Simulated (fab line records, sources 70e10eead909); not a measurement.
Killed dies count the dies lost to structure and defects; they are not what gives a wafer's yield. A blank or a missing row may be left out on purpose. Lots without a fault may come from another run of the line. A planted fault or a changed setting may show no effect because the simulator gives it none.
Chamber matching || flow nandHarc || pecvd-02 running NHARC_A_CONTACT_DEP_85: 3 sister chambers
The step deposits SiON, target thk 60 nm. 22 wafers are shown with their chamber, then 11 later ones without.

== WAFERS WITH THEIR CHAMBER ==
{"wafer": "L074.2", "chamber": 1, "showerheadVppV (V)": 1193, "heaterPowerW (W)": 735}
{"wafer": "L074.3", "chamber": 0, "showerheadVppV (V)": 1091, "heaterPowerW (W)": 782}
{"wafer": "L074.6", "chamber": 1, "showerheadVppV (V)": 1199, "heaterPowerW (W)": 734}
{"wafer": "L075.4", "chamber": 0, "showerheadVppV (V)": 1106, "heaterPowerW (W)": 766}
{"wafer": "L075.5", "chamber": 2, "showerheadVppV (V)": 1233, "heaterPowerW (W)": 864}
{"wafer": "L075.6", "chamber": 1, "showerheadVppV (V)": 1165, "heaterPowerW (W)": 741}
{"wafer": "L076.2", "chamber": 0, "showerheadVppV (V)": 1104, "heaterPowerW (W)": 775}
{"wafer": "L076.3", "chamber": 1, "showerheadVppV (V)": 1179, "heaterPowerW (W)": 730}
{"wafer": "L076.6", "chamber": 1, "showerheadVppV (V)": 1173, "heaterPowerW (W)": 748}
{"wafer": "L080.1", "chamber": 1, "showerheadVppV (V)": 1179, "heaterPowerW (W)": 756}
{"wafer": "L080.2", "chamber": 0, "showerheadVppV (V)": 1108, "heaterPowerW (W)": 768}
{"wafer": "L080.4", "chamber": 0, "showerheadVppV (V)": 1112, "heaterPowerW (W)": 768}
{"wafer": "L083.3", "chamber": 2, "showerheadVppV (V)": 1218, "heaterPowerW (W)": 953}
{"wafer": "L083.5", "chamber": 0, "showerheadVppV (V)": 1097, "heaterPowerW (W)": 721}
{"wafer": "L083.6", "chamber": 2, "showerheadVppV (V)": 1199, "heaterPowerW (W)": 941}
{"wafer": "L085.2", "chamber": 2, "showerheadVppV (V)": 1218, "heaterPowerW (W)": 978}
{"wafer": "L085.4", "chamber": 1, "showerheadVppV (V)": 1192, "heaterPowerW (W)": 728}
{"wafer": "L085.5", "chamber": 2, "showerheadVppV (V)": 1225, "heaterPowerW (W)": 978}
{"wafer": "L088.2", "chamber": 0, "showerheadVppV (V)": 1106, "heaterPowerW (W)": 686}
{"wafer": "L088.3", "chamber": 1, "showerheadVppV (V)": 1179, "heaterPowerW (W)": 791}
{"wafer": "L088.6", "chamber": 2, "showerheadVppV (V)": 1210, "heaterPowerW (W)": 980}
{"wafer": "L090.1", "chamber": 1, "showerheadVppV (V)": 1176, "heaterPowerW (W)": 774}

SIGNATURES (averages over the wafers above)
{"reading": "showerheadVppV", "chamber 0": 1103.43, "chamber 1": 1181.67, "chamber 2": 1217.17, "scatter within a chamber": 10.1}
{"reading": "heaterPowerW", "chamber 0": 752.29, "chamber 1": 748.56, "chamber 2": 949.00, "scatter within a chamber": 33.3}
Rule: a wafer lies at a distance from a chamber equal to the root of the sum of squares, over the readings, of (its reading less the chamber's mean, divided by the reading's scatter). The wafer belongs to the nearest chamber; if the next one is less than 2 further off, it can't be placed. The scatter: take each reading less its chamber's mean, square it, sum over the shown wafers, divide by the number of wafers less the number of chambers, and take the root.

== WAFERS WHOSE CHAMBER IS MISSING ==
{"wafer": "L090.2", "showerheadVppV (V)": 1205, "heaterPowerW (W)": 933}
{"wafer": "L090.5", "showerheadVppV (V)": 1106, "heaterPowerW (W)": 662}
{"wafer": "L093.1", "showerheadVppV (V)": 1098, "heaterPowerW (W)": 675}
{"wafer": "L093.2", "showerheadVppV (V)": 1187, "heaterPowerW (W)": 751}
{"wafer": "L093.4", "showerheadVppV (V)": 1210, "heaterPowerW (W)": 1002}
{"wafer": "L095.1", "showerheadVppV (V)": 1220, "heaterPowerW (W)": 858}
{"wafer": "L095.3", "showerheadVppV (V)": 1099, "heaterPowerW (W)": 633}
{"wafer": "L095.4", "showerheadVppV (V)": 1202, "heaterPowerW (W)": 885}
{"wafer": "L097.1", "showerheadVppV (V)": 1195, "heaterPowerW (W)": 834}
{"wafer": "L097.3", "showerheadVppV (V)": 1195, "heaterPowerW (W)": 735}
{"wafer": "L097.4", "showerheadVppV (V)": 1203, "heaterPowerW (W)": 747}

== WHICH CHAMBER EACH ONE RAN IN ==
{"wafer": "L090.2", "from the rows above": 2, "in truth": 2}
{"wafer": "L090.5", "from the rows above": 0, "in truth": 0}
{"wafer": "L093.1", "from the rows above": 0, "in truth": 0}
{"wafer": "L093.2", "from the rows above": 1, "in truth": 1}
{"wafer": "L093.4", "from the rows above": 2, "in truth": 2}
{"wafer": "L095.1", "from the rows above": 2, "in truth": 2}
{"wafer": "L095.3", "from the rows above": 0, "in truth": 0}
{"wafer": "L095.4", "from the rows above": 2, "in truth": 2}
{"wafer": "L097.1", "from the rows above": "can't be placed: 1 or 2", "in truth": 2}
{"wafer": "L097.3", "from the rows above": 1, "in truth": 1}
{"wafer": "L097.4", "from the rows above": 1, "in truth": 1}
Correct placement for 10 of the 11. Not placeable from these rows: 1 (in 1, the candidates include the true chamber). Wrongly placed: 0.
